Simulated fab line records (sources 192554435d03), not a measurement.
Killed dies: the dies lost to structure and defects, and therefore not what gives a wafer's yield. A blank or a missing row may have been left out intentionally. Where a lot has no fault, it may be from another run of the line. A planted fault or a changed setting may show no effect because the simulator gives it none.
Which of the tools did it?	flow n5-finfet	69 wafers from 23 lots sampled at 5 of the route's 1938 steps

== WHAT THE GAUGES READ, wafer by wafer ==
N5_BEOL_M6_CD_MEAS_28 targets a cd of 40 nm. Usual: cd-nm at 40.05 nm, with a standard deviation of 0.27.
lot	measured	on	cd-nm (nm)	flag
L075	day 8 14:04	cd-sem-01	39.91 40.18 39.90	
L077	day 9 00:09	cd-sem-02	39.71 39.41 40.23	
L076	day 9 04:41	cd-sem-01	40.00 40.27 40.34	
L078	day 9 04:44	cd-sem-03	40.05 40.28 40.25	
L080	day 9 12:26	cd-sem-02	39.84 40.29 40.25	
L079	day 9 18:35	cd-sem-01	39.73 40.06 40.16	
L081	day 10 12:56	cd-sem-03	39.70 40.00 40.44	
L082	day 10 12:59	cd-sem-02	40.30 40.15 40.37	
L083	day 10 17:57	cd-sem-01	40.27 39.81 40.00	
L085	day 11 06:34	cd-sem-02	39.86 39.63 39.75	
L084	day 11 06:31	cd-sem-01	40.14 39.71 40.73	
L086	day 11 13:55	cd-sem-02	40.13 40.26 39.78	
L087	day 11 20:02	cd-sem-01	40.20 39.90 39.77	
L089	day 11 22:54	cd-sem-02	39.78 39.97 39.98	
L088	day 12 08:02	cd-sem-02	40.29 39.82 39.94	
L090	day 12 14:21	cd-sem-01	40.69 40.32 40.12	
L091	day 12 14:29	cd-sem-02	40.08 39.83 40.32	
L092	day 13 07:59	cd-sem-03	40.34 40.44 39.81	
L093	day 13 10:17	cd-sem-03	40.33 40.07 39.97	
L094	day 13 13:43	cd-sem-02	39.78 40.14 39.83	
L095	day 14 08:42	cd-sem-03	40.15 40.05 39.63	
L096	day 14 08:52	cd-sem-03	39.75 39.60 39.77	
L097	day 14 11:23	cd-sem-03	40.24 40.25 40.00	

== EACH LOT AND THE TOOL THAT RAN IT (in order: tool; ch and the chambers of the sampled wafers; start) ==
lot	N5_BEOL_M5_SURFACE_TREAT_87	N5_BEOL_M5_PRE_CLEAN_77	N5_BEOL_M6_ETCH_62	N5_BEOL_M6_STRIP_19
L075	pvd-sputter-02, day 8 06:14	cvd-co-02 ch 0,2, day 8 11:45	rie-diel-01 ch 1,2,3, day 8 13:16	rie-diel-05 ch 2,3, day 8 13:34
L077	pvd-sputter-02, day 8 15:07	cvd-co-01 ch 0,1,2, day 8 20:35	rie-diel-01 ch 1,2, day 8 22:25	rie-diel-05 ch 0,1,2, day 8 22:43
L076	pvd-sputter-03, day 8 15:16	cvd-co-01 ch 0,1,2, day 8 22:20	rie-diel-05 ch 1,2,3, day 9 01:10	rie-diel-04 ch 1,2, day 9 01:34
L078	pvd-sputter-02, day 8 19:07	cvd-co-01 ch 1,2, day 9 00:40	rie-diel-04 ch 1,3, day 9 03:32	rie-diel-01 ch 0,1,3, day 9 03:50
L080	pvd-sputter-01, day 9 01:56	cvd-co-01 ch 0,1,2, day 9 07:26	rie-diel-04 ch 1,2,3, day 9 10:37	rie-diel-04 ch 0,3, day 9 10:58
L079	pvd-sputter-01, day 9 10:26	cvd-co-02 ch 1,2, day 9 15:52	rie-diel-01 ch 0,1,2, day 9 17:50	rie-diel-01 ch 0,1, day 9 18:13
L081	pvd-sputter-03, day 9 22:41	cvd-co-01 ch 0,1,2, day 10 04:13	rie-diel-04 ch 1,2,3, day 10 06:58	rie-diel-01 ch 1,3, day 10 07:22
L082	pvd-sputter-01, day 10 01:23	cvd-co-01 ch 0,1, day 10 06:59	rie-diel-01 ch 0,1, day 10 10:16	rie-diel-05 ch 0,1,3, day 10 10:34
L083	pvd-sputter-03, day 10 09:07	cvd-co-02 ch 0,2, day 10 14:36	rie-diel-04 ch 2,3, day 10 17:07	rie-diel-04 ch 0,2,3, day 10 17:27
L085	pvd-sputter-01, day 10 18:35	cvd-co-02 ch 1,2, day 11 00:13	rie-diel-05 ch 1,2, day 11 02:53	rie-diel-01 ch 0,2, day 11 03:14
L084	pvd-sputter-03, day 10 18:47	cvd-co-01 ch 0,1,2, day 11 00:17	rie-diel-05 ch 1,3, day 11 03:17	rie-diel-04 ch 1,2, day 11 03:35
L086	pvd-sputter-01, day 11 02:27	cvd-co-02 ch 0,1, day 11 08:20	rie-diel-05 ch 0,1,2, day 11 10:22	rie-diel-05 ch 1,2,3, day 11 10:40
L087	pvd-sputter-01, day 11 09:59	cvd-co-02 ch 0,1,2, day 11 15:25	rie-diel-01 ch 0,2, day 11 17:48	rie-diel-01 ch 0,1, day 11 18:05
L089	pvd-sputter-01, day 11 10:19	cvd-co-01 ch 0,1, day 11 19:20	rie-diel-05 ch 0,2,3, day 11 22:06	rie-diel-01 ch 0,3, day 11 22:30
L088	pvd-sputter-01, day 11 22:22	cvd-co-01 ch 0,2, day 12 04:03	rie-diel-05 ch 2,3, day 12 06:22	rie-diel-05 ch 0,3, day 12 06:40
L090	pvd-sputter-01, day 12 02:49	cvd-co-01 ch 0,1, day 12 08:26	rie-diel-05 ch 0,1,2, day 12 12:13	rie-diel-04 ch 1,2, day 12 12:31
L091	pvd-sputter-02, day 12 06:19	cvd-co-02 ch 0,1,2, day 12 11:46	rie-diel-05 ch 0,1,3, day 12 13:39	rie-diel-04 ch 1,2,3, day 12 14:04
L092	pvd-sputter-03, day 12 21:17	cvd-co-01 ch 0,1,2, day 13 02:43	rie-diel-04 ch 0,2, day 13 06:07	rie-diel-01 ch 1,2,3, day 13 06:35
L093	pvd-sputter-02, day 13 01:02	cvd-co-02 ch 0,1,2, day 13 06:41	rie-diel-05 ch 0,1,3, day 13 09:29	rie-diel-05 ch 0,1, day 13 09:47
L094	pvd-sputter-01, day 13 05:34	cvd-co-01 ch 0,1,2, day 13 11:04	rie-diel-01 ch 0,2,3, day 13 12:55	rie-diel-05 ch 0,3, day 13 13:13
L095	pvd-sputter-01, day 13 20:02	cvd-co-01 ch 0,1, day 14 02:10	rie-diel-04 ch 0,2, day 14 04:21	rie-diel-05 ch 0,1, day 14 04:39
L096	pvd-sputter-01, day 13 20:31	cvd-co-02 ch 1,2, day 14 02:37	rie-diel-04 ch 0,1,2, day 14 04:52	rie-diel-04 ch 0,2, day 14 05:10
L097	pvd-sputter-03, day 13 23:34	cvd-co-02 ch 0,1,2, day 14 05:44	rie-diel-05 ch 0,3, day 14 10:17	rie-diel-05 ch 0,3, day 14 10:40
- N5_BEOL_M5_SURFACE_TREAT_87
- N5_BEOL_M5_PRE_CLEAN_77: time 15 s.
- N5_BEOL_M6_ETCH_62: etches SOC in N2/H2, target depth 110 nm, overetch 22 nm, time 165 s.
- N5_BEOL_M6_STRIP_19: strips in O2.

== AS READ BY THE TOOLS THEMSELVES (means over the sampled wafers that have a number; for cases with no such wafer, the mark the record gives instead) ==
N5_BEOL_M5_PRE_CLEAN_77. Usual: heater-power-w at 76 W, with a standard deviation of 9.6.
lot	tool	heater-power-w (W)	flag
L075	cvd-co-02	71	
L077	cvd-co-01	73	
L076	cvd-co-01	72	
L078	cvd-co-01	75	
L080	cvd-co-01	72	
L079	cvd-co-02	77	
L081	cvd-co-01	73	
L082	cvd-co-01	80	
L083	cvd-co-02	71	
L085	cvd-co-02	77	
L084	cvd-co-01	74	
L086	cvd-co-02	83	
L087	cvd-co-02	80	
L089	cvd-co-01	78	
L088	cvd-co-01	68	
L090	cvd-co-01	78	
L091	cvd-co-02	80	
L092	cvd-co-01	73	
L093	cvd-co-02	81	
L094	cvd-co-01	74	
L095	cvd-co-01	79	
L096	cvd-co-02	79	
L097	cvd-co-02	81	

N5_BEOL_M6_ETCH_62. Usual: value, then standard deviation, for each; chamber-pressure-mTorr 30.002 mTorr / 0.028; drypump-motor-current-A 5.4 A / 0.54; oes-product-au 0.67 a.u. / 0.077; rf-vpp-V 523.0 V / 2.6; showerhead-plenum-p-Torr 2.51 Torr / 0.081; temp-c 39.99 C / 0.1; throttle-valve-pct 17.77 % / 0.25.
lot	tool	chamber-pressure-mTorr (mTorr)	drypump-motor-current-A (A)	oes-product-au (a.u.)	rf-vpp-V (V)	showerhead-plenum-p-Torr (Torr)	temp-c (C)	throttle-valve-pct (%)	flag
L075	rie-diel-01	30.020	5.3	0.59	523.8	2.55	39.92	17.90	
L077	rie-diel-01	30.010	5.8	0.59	523.9	2.55	39.81	18.00	
L076	rie-diel-05	30.006	5.5	0.65	521.4	2.48	40.09	17.74	
L078	rie-diel-04	29.993	5.2	0.73	527.8	2.68	40.03	17.77	
L080	rie-diel-04	30.005	5.2	0.66	523.9	2.59	39.92	17.83	
L079	rie-diel-01	30.005	5.3	0.65	523.5	2.53	40.04	17.83	
L081	rie-diel-04	30.000	5.2	0.65	525.2	2.58	40.06	17.85	
L082	rie-diel-01	30.018	4.8	0.65	524.9	2.56	39.98	17.81	
L083	rie-diel-04	29.989	5.2	0.59	522.9	2.49	40.08	17.89	
L085	rie-diel-05	30.003	6.0	0.64	522.1	2.48	39.97	17.82	
L084	rie-diel-05	29.973	5.4	0.61	520.4	2.43	40.08	17.98	
L086	rie-diel-05	30.012	5.9	0.68	522.7	2.50	40.01	17.64	
L087	rie-diel-01	30.018	5.4	0.76	522.3	2.47	40.02	17.57	
L089	rie-diel-05	30.000	5.3	0.67	521.7	2.49	40.03	17.59	
L088	rie-diel-05	29.995	5.1	0.65	523.7	2.50	39.98	17.55	
L090	rie-diel-05	29.991	5.9	0.67	521.4	2.49	39.95	17.64	
L091	rie-diel-05	30.009	5.7	0.65	521.1	2.45	39.91	17.85	
L092	rie-diel-04	30.002	5.4	0.70	521.9	2.47	40.04	17.92	
L093	rie-diel-05	29.984	5.7	0.65	521.2	2.45	40.00	17.85	
L094	rie-diel-01	29.991	5.4	0.74	522.2	2.48	40.03	17.57	
L095	rie-diel-04	30.007	5.4	0.69	521.6	2.46	39.96	17.93	
L096	rie-diel-04	30.005	5.4	0.68	523.2	2.53	40.12	17.84	
L097	rie-diel-05	30.010	5.6	0.67	521.4	2.46	39.95	17.69	

N5_BEOL_M6_STRIP_19. Usual: value, then standard deviation, for each; chamber-pressure-mTorr 30.00 mTorr / 0.035; drypump-motor-current-A 5.3 A / 0.56; oes-product-au 0.80 a.u. / 0.1; rf-vpp-V 3.7 V / 0.56; showerhead-plenum-p-Torr 2.07 Torr / 0.074; temp-c 39.98 C / 0.11; throttle-valve-pct 16.59 % / 0.24.
lot	tool	chamber-pressure-mTorr (mTorr)	drypump-motor-current-A (A)	oes-product-au (a.u.)	rf-vpp-V (V)	showerhead-plenum-p-Torr (Torr)	temp-c (C)	throttle-valve-pct (%)	flag
L075	rie-diel-05	30.03	5.1	0.79	4.0	2.10	39.99	16.50	
L077	rie-diel-05	30.03	5.8	0.83	3.7	2.06	39.98	16.40	
L076	rie-diel-04	30.00	5.3	0.87	3.9	2.18	39.82	16.53	
L078	rie-diel-01	30.00	4.8	0.76	4.2	2.10	39.96	16.63	
L080	rie-diel-04	30.03	5.3	0.90	3.5	2.07	40.07	16.63	
L079	rie-diel-01	30.01	4.8	0.85	3.7	2.09	40.06	16.57	
L081	rie-diel-01	29.98	4.8	0.80	3.2	2.12	39.99	16.64	
L082	rie-diel-05	29.98	5.8	0.78	3.9	2.02	39.99	16.59	
L083	rie-diel-04	30.00	5.2	0.77	3.8	2.07	39.89	16.71	
L085	rie-diel-01	29.98	5.4	0.91	3.6	2.04	40.00	16.45	
L084	rie-diel-04	30.00	5.3	0.76	4.1	2.10	39.95	16.63	
L086	rie-diel-05	29.97	5.5	0.75	3.4	2.04	39.91	16.68	
L087	rie-diel-01	30.02	4.8	0.82	4.1	2.08	40.00	16.60	
L089	rie-diel-01	30.00	4.9	0.89	3.7	2.05	40.05	16.44	
L088	rie-diel-05	30.01	5.6	0.81	3.5	2.02	39.96	16.46	
L090	rie-diel-04	30.01	5.3	0.75	3.2	2.09	39.98	16.67	
L091	rie-diel-04	29.97	5.2	0.74	3.9	2.13	39.93	16.73	
L092	rie-diel-01	30.01	5.3	0.84	3.1	2.08	39.96	16.54	
L093	rie-diel-05	29.99	6.2	0.75	3.3	2.00	39.94	16.58	
L094	rie-diel-05	30.00	5.6	0.80	4.1	2.02	40.14	16.47	
L095	rie-diel-05	30.02	6.1	0.80	3.4	2.02	39.94	16.43	
L096	rie-diel-04	30.06	5.4	0.74	4.1	2.01	40.08	16.71	
L097	rie-diel-05	30.00	5.2	0.74	2.9	2.01	39.95	16.73	

== THE ANSWER, worked out from the rows above alone ==
Rule: lot off if the mean of its wafers having a number is beyond 3 standard deviations from the usual mean. Also off: a lot with no number at a reading for which 4 or more lots have one. All remaining lots with rows at the step are treated as sound. Order of review: gauges by route order, followed by the tools' own readings, for which a lot's mean as printed above is used. The first step at which some lot is off is used, and at that step the reading that is off furthest; a lot without a number counts as furthest.
Across all readings shown, no lot is off: no conclusion can be drawn from this.

== WHAT THE SIMULATOR PUT IN ==
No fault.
